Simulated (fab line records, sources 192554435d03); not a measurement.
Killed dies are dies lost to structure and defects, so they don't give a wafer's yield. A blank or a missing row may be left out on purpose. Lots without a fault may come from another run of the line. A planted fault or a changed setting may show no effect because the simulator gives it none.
Problem report in the 8D (eight disciplines) form, filled by code | flow n5_finfet | the parts of the form that need people (team, actions taken, sign-off) are left out

1. THE PROBLEM
M15_THK at N5_BEOL_M15_THK_MEAS_50 reads a mean of 1570 nm on 2 wafers of 2 lots; wafers without a fault read 848 nm with a standard deviation of 18. That is +40 standard deviations from the usual mean.
The step: measures by xrf.
First seen on wafer L489.3, day 15 18:36, on film_metro-02. The record holds 25 wafers of 9 lots with a number at this step. Rule for "out", or "out of limits": more than 4 standard deviations from the usual mean. The other wafers with a number count as sound.

2. WHAT IT IS AND WHAT IT IS NOT
question                    | is                | is not
which readings at this step | M15_THK           | -
which lots                  | L489, L491        | L474, L476, L479, L482, L495, L496, L497
which wafers of those lots  | L489.3, L491.3    | L489.1, L491.1, L491.4
read on which gauges        | film_metro-02     | film_metro-01
when                        | from day 15 18:36 | up to then (13 sound wafers); but 10 sound wafers of L491, L495, L496, L497 came after

3. SUSPECTS, AND WHAT RULES EACH OUT
Counting: a tool at a process step up to the reading stays a suspect if it ran every lot that is out. Sound lots after the first of them don't rule it out here, since some wafers of a struck lot are sound.
- the gauge at N5_BEOL_M15_THK_MEAS_50: ruled out. All the wafers that are out were read on film_metro-02, but those of them that N5_BEOL_M15_CMP_49 has rows for are out there too, on other tools.
- cmp-04 at N5_BEOL_M15_CMP_49 (polishes, stops on SiO2, t overpolish 4.9 s, target thk 850 nm): kept. It ran every lot that is out, first L489 (day 15 18:19); its last sound lot up to then is L479 (day 13 15:53). Its own readings are out on those wafers: barrier_field_endpoint_s, overpolish_run_s.
Left after counting: cmp-04 at N5_BEOL_M15_CMP_49.

4. THE CAUSE (what the simulator had put in)
Process parameter drift: cmp-04, from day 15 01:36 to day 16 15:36, at N5_BEOL_M15_CMP_49. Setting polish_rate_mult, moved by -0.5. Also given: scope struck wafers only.
Counting left only this tool.

5. THE CHAIN OF EFFECTS, in route order
Each row: a reading whose mean over the struck wafers that have a number lies more than 3 standard deviations from the usual. Only readings for which the record gives a usual standard deviation are gone through. hours: the time from each lot's start at the first step in this table that gives one to its start at this step, as a median over the lots. sigmas: the change in usual standard deviations.
hours | step                    | reading                  | usual   | on struck wafers | change | sigmas
0     | N5_BEOL_M15_CMP_49      | barrier_field_endpoint_s | 11.34 s | 22.59            | +11.25 | +45
0     | N5_BEOL_M15_CMP_49      | overpolish_run_s         | 4.900 s | 3.404            | -1.496 | -99 or more
0     | N5_BEOL_M15_THK_MEAS_50 | M15_THK                  | 848 nm  | 1570             | +722   | +40
0     | N5_BEOL_M15_INSPECT_55  | raw_defect_count         | 70      | 6449             | +6379  | +99 or more
17    | N5_PASSIVATION_PROBE_49 | defect_limited_yield     | 91.5 %  | 0.0              | -91.5  | -54
17    | N5_PASSIVATION_PROBE_49 | killed_at_M4_up          | 13      | 1090             | +1078  | +99 or more
17    | N5_PASSIVATION_PROBE_49 | killed_dies              | 101     | 1180             | +1079  | +54
17    | N5_PASSIVATION_PROBE_49 | killed_on_rim            | 13      | 152              | +139   | +34
17    | N5_PASSIVATION_PROBE_49 | sort_n_pass              | 1078    | 0                | -1078  | -54
17    | N5_PASSIVATION_PROBE_49 | sort_yield_pct           | 91.4 %  | 0.0              | -91.4  | -54
The process steps in it:
- N5_BEOL_M15_CMP_49: polishes, stops on SiO2, t overpolish 4.9 s, target thk 850 nm.
- N5_PASSIVATION_PROBE_49

6. WHAT WOULD HAVE CAUGHT IT SOONER
In this record the first reading out of limits at a measuring or inspecting step was taken at day 15 18:36, 17 hours after the fault began at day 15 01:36.
The tool's own readings at N5_BEOL_M15_CMP_49 were out on every struck wafer that the step has a row for (barrier_field_endpoint_s, overpolish_run_s): an alarm limit on them would have fired on the first of those.
Of the lots that are out (2), L491 began N5_BEOL_M15_CMP_49 on cmp-04 after day 15 18:36. A hold on the tool at that time would have spared it.
